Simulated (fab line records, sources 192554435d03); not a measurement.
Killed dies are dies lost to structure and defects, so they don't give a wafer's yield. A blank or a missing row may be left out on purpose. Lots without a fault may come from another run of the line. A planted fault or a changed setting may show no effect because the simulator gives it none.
Split-lot experiment | flow n5_finfet | 7 lots, 21 wafers read, on a route of 1938 steps

THE SPLIT
At N5_BEOL_M9_EXPOSE_25 (exposes mask V8), the setting dose_mj was moved away from the recipe's 37.25 on 8 of the 21 wafers read, by -6.8% to +4.7%. The other wafers ran this setting at the recipe's value.

FROM THE SPLIT TO THE READING: what the file shows between them, 2 steps
- N5_BEOL_M9_PEB_26: peb time 60 s
- N5_BEOL_M9_DEVELOP_27: develop time 30 s

THE READING
cd_nm, in nm, at N5_BEOL_M9_CD_MEAS_28 (target cd 70 nm). Fault-free wafers of this fab line usually give 70.01 nm, standard deviation 0.3 nm.

wafer  | tool, chamber at the split | dose_mj as run | against the recipe | cd_nm, nm | against lot-mates on the recipe
L075.2 | euv_scanner-01, 0          | 37.25          | recipe             | 69.65     | -
L075.4 | euv_scanner-01, 0          | 37.25          | recipe             | 69.91     | -
L075.6 | euv_scanner-01, 0          | 37.25          | recipe             | 69.91     | -
L085.2 | euv_scanner-02, 0          | 37.25          | recipe             | 70.28     | -
L085.3 | euv_scanner-02, 0          | 38.07          | +2.2%              | 70.67     | +0.45
L085.5 | euv_scanner-02, 0          | 37.25          | recipe             | 70.15     | -
L087.1 | euv_scanner-01, 0          | 34.73          | -6.8%              | 68.23     | -0.91
L087.2 | euv_scanner-01, 0          | 34.73          | -6.8%              | 68.14     | -1.00
L087.3 | euv_scanner-01, 0          | 37.25          | recipe             | 69.14     | -
L092.2 | euv_scanner-02, 0          | 39             | +4.7%              | 71.47     | +1.10
L092.5 | euv_scanner-02, 0          | 39             | +4.7%              | 71.63     | +1.26
L092.6 | euv_scanner-02, 0          | 37.25          | recipe             | 70.37     | -
L093.1 | euv_scanner-02, 0          | 37.25          | recipe             | 70.32     | -
L093.4 | euv_scanner-02, 0          | 38.52          | +3.4%              | 70.80     | +0.59
L093.6 | euv_scanner-02, 0          | 37.25          | recipe             | 70.09     | -
L097.1 | euv_scanner-01, 0          | 35.24          | -5.4%              | 68.70     | -1.61
L097.2 | euv_scanner-01, 0          | 35.24          | -5.4%              | 68.67     | -1.64
L097.4 | euv_scanner-01, 0          | 37.25          | recipe             | 70.31     | -
L094.2 | euv_scanner-01, 0          | 37.25          | recipe             | 70.42     | -
L094.4 | euv_scanner-01, 0          | 37.25          | recipe             | 70.20     | -
L094.6 | euv_scanner-01, 0          | 37.25          | recipe             | 70.30     | -

THE FIT
A straight line over all 21 wafers: cd_nm changes by +0.277 nm for each +1% of dose_mj; r = +0.95; the points scatter about the line by 0.3 nm.
The same after taking each lot's own level away (the mean of its wafers on the recipe; 21 wafers): +0.212 nm for each +1%; r = +0.94; scatter 0.24 nm.
On that fit, the largest move of dose_mj shifts the reading by 1.4 nm.
The lots' own levels span 69.140 to 70.370 nm, that is 4.1 times the standard deviation above.
So the lot-to-lot level changes the slope: the two fits differ.
Check: with one of the wafers moved furthest among these (-6.8%) left out of the fit, the line predicts -1.59 nm for it against its lot-mates. It came out at -0.91 nm against them.

OTHER SPLITS ON THESE WAFERS
These wafers also went through other splits before the reading. Each is held against what the fit with the lots' levels taken away leaves over:
other split on the same wafers   | wafers away from the commonest value | r with cd_nm (lot level and that fit taken away)
N5_BEOL_M8_TRENCH_ETCH_37 time_s | 6                                    | +0.18

THE FILE'S OWN FIT
cd_nm changes by +0.21 nm for each +1% of dose_mj, r = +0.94.
